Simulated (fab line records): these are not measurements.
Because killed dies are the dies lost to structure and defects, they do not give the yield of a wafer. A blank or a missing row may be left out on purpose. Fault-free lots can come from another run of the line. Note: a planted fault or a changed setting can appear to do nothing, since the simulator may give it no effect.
Matching of chambers :: flow nandHarc :: NHARC_A_STAIRCASE_DESCUM_291 on rieDiel-02 has 4 sister chambers
The step chemistry O2, time 3 s. 22 wafers are shown with their chamber, then 11 later ones without.

## EACH WAFER AND ITS CHAMBER
wafer: L076.1
chamber: 1
drypumpMotorCurrentA (A): 5.1
oesProductAu (a.u.): 1.011
rfVppV (V): 56.6

wafer: L076.2
chamber: 3
drypumpMotorCurrentA (A): 6.5
oesProductAu (a.u.): 1.000
rfVppV (V): 55.8

wafer: L076.5
chamber: 3
drypumpMotorCurrentA (A): 6.4
oesProductAu (a.u.): 0.997
rfVppV (V): 56.9

wafer: L074.1
chamber: 1
drypumpMotorCurrentA (A): 5.1
oesProductAu (a.u.): 1.008
rfVppV (V): 58.3

wafer: L074.2
chamber: 3
drypumpMotorCurrentA (A): 6.4
oesProductAu (a.u.): 0.999
rfVppV (V): 57.0

wafer: L074.6
chamber: 1
drypumpMotorCurrentA (A): 5.1
oesProductAu (a.u.): 1.001
rfVppV (V): 56.3

wafer: L078.2
chamber: 1
drypumpMotorCurrentA (A): 5.1
oesProductAu (a.u.): 1.020
rfVppV (V): 57.0

wafer: L078.3
chamber: 2
drypumpMotorCurrentA (A): 5.7
oesProductAu (a.u.): 1.009
rfVppV (V): 58.9

wafer: L078.4
chamber: 3
drypumpMotorCurrentA (A): 6.4
oesProductAu (a.u.): 1.012
rfVppV (V): 55.4

wafer: L081.2
chamber: 2
drypumpMotorCurrentA (A): 5.6
oesProductAu (a.u.): 0.999
rfVppV (V): 56.0

wafer: L081.4
chamber: 0
drypumpMotorCurrentA (A): 6.3
oesProductAu (a.u.): 0.985
rfVppV (V): 57.9

wafer: L081.5
chamber: 2
drypumpMotorCurrentA (A): 5.6
oesProductAu (a.u.): 1.003
rfVppV (V): 57.1

wafer: L083.1
chamber: 1
drypumpMotorCurrentA (A): 5.1
oesProductAu (a.u.): 1.021
rfVppV (V): 57.8

wafer: L083.4
chamber: 3
drypumpMotorCurrentA (A): 6.4
oesProductAu (a.u.): 0.989
rfVppV (V): 55.7

wafer: L083.6
chamber: 1
drypumpMotorCurrentA (A): 5.1
oesProductAu (a.u.): 1.014
rfVppV (V): 56.2

wafer: L086.1
chamber: 0
drypumpMotorCurrentA (A): 6.3
oesProductAu (a.u.): 0.990
rfVppV (V): 56.7

wafer: L086.4
chamber: 1
drypumpMotorCurrentA (A): 5.1
oesProductAu (a.u.): 1.006
rfVppV (V): 57.8

wafer: L086.5
chamber: 2
drypumpMotorCurrentA (A): 5.7
oesProductAu (a.u.): 1.020
rfVppV (V): 57.5

wafer: L090.1
chamber: 0
drypumpMotorCurrentA (A): 6.3
oesProductAu (a.u.): 0.997
rfVppV (V): 57.5

wafer: L090.2
chamber: 2
drypumpMotorCurrentA (A): 5.6
oesProductAu (a.u.): 1.016
rfVppV (V): 58.1

wafer: L090.4
chamber: 3
drypumpMotorCurrentA (A): 6.5
oesProductAu (a.u.): 0.998
rfVppV (V): 56.5

wafer: L089.1
chamber: 2
drypumpMotorCurrentA (A): 5.6
oesProductAu (a.u.): 1.002
rfVppV (V): 59.1

SIGNATURES (means of the wafers above)
reading: drypumpMotorCurrentA
chamber 0: 6.300
chamber 1: 5.100
chamber 2: 5.633
chamber 3: 6.433
scatter within a chamber: 0.0385

reading: oesProductAu
chamber 0: 0.99067
chamber 1: 1.01157
chamber 2: 1.00817
chamber 3: 0.99917
scatter within a chamber: 0.00753

reading: rfVppV
chamber 0: 57.367
chamber 1: 57.143
chamber 2: 57.783
chamber 3: 56.217
scatter within a chamber: 0.88
Rule: a wafer lies at a distance from a chamber equal to the root of the sum of squares, over the readings, of (its reading less the chamber's mean, divided by the reading's scatter). If the next closest chamber is less than 2 further off than the closest, the wafer can't be placed; otherwise it belongs to the closest. The scatter: the root of (the sum of the squares of (reading less its chamber's mean) over the shown wafers, divided by (wafers less chambers)).

## WAFERS MISSING THEIR CHAMBER
wafer: L089.2
drypumpMotorCurrentA (A): 6.4
oesProductAu (a.u.): 1.001
rfVppV (V): 57.4

wafer: L089.5
drypumpMotorCurrentA (A): 6.3
oesProductAu (a.u.): 0.989
rfVppV (V): 57.4

wafer: L093.1
drypumpMotorCurrentA (A): 5.7
oesProductAu (a.u.): 1.017
rfVppV (V): 57.8

wafer: L093.2
drypumpMotorCurrentA (A): 6.4
oesProductAu (a.u.): 1.002
rfVppV (V): 58.8

wafer: L093.3
drypumpMotorCurrentA (A): 5.1
oesProductAu (a.u.): 0.999
rfVppV (V): 58.3

wafer: L093.4
drypumpMotorCurrentA (A): 6.3
oesProductAu (a.u.): 0.990
rfVppV (V): 58.1

wafer: L093.5
drypumpMotorCurrentA (A): 5.1
oesProductAu (a.u.): 0.993
rfVppV (V): 59.0

wafer: L093.6
drypumpMotorCurrentA (A): 5.7
oesProductAu (a.u.): 1.016
rfVppV (V): 58.1

wafer: L095.3
drypumpMotorCurrentA (A): 6.3
oesProductAu (a.u.): 0.998
rfVppV (V): 56.6

wafer: L095.5
drypumpMotorCurrentA (A): 5.1
oesProductAu (a.u.): 1.002
rfVppV (V): 58.7

wafer: L095.6
drypumpMotorCurrentA (A): 6.3
oesProductAu (a.u.): 0.990
rfVppV (V): 56.9

## EACH ONE'S CHAMBER
wafer: L089.2
from the rows above: can't be placed: 3 or 0
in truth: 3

wafer: L089.5
from the rows above: 0
in truth: 0

wafer: L093.1
from the rows above: 2
in truth: 2

wafer: L093.2
from the rows above: can't be placed: 3 or 0
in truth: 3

wafer: L093.3
from the rows above: 1
in truth: 1

wafer: L093.4
from the rows above: 0
in truth: 0

wafer: L093.5
from the rows above: 1
in truth: 1

wafer: L093.6
from the rows above: 2
in truth: 2

wafer: L095.3
from the rows above: 0
in truth: 0

wafer: L095.5
from the rows above: 1
in truth: 1

wafer: L095.6
from the rows above: 0
in truth: 0
9 of 11 placed correctly. Unplaceable from these rows: 2, with the true chamber sitting among the candidates in 2. 0 placed wrongly.
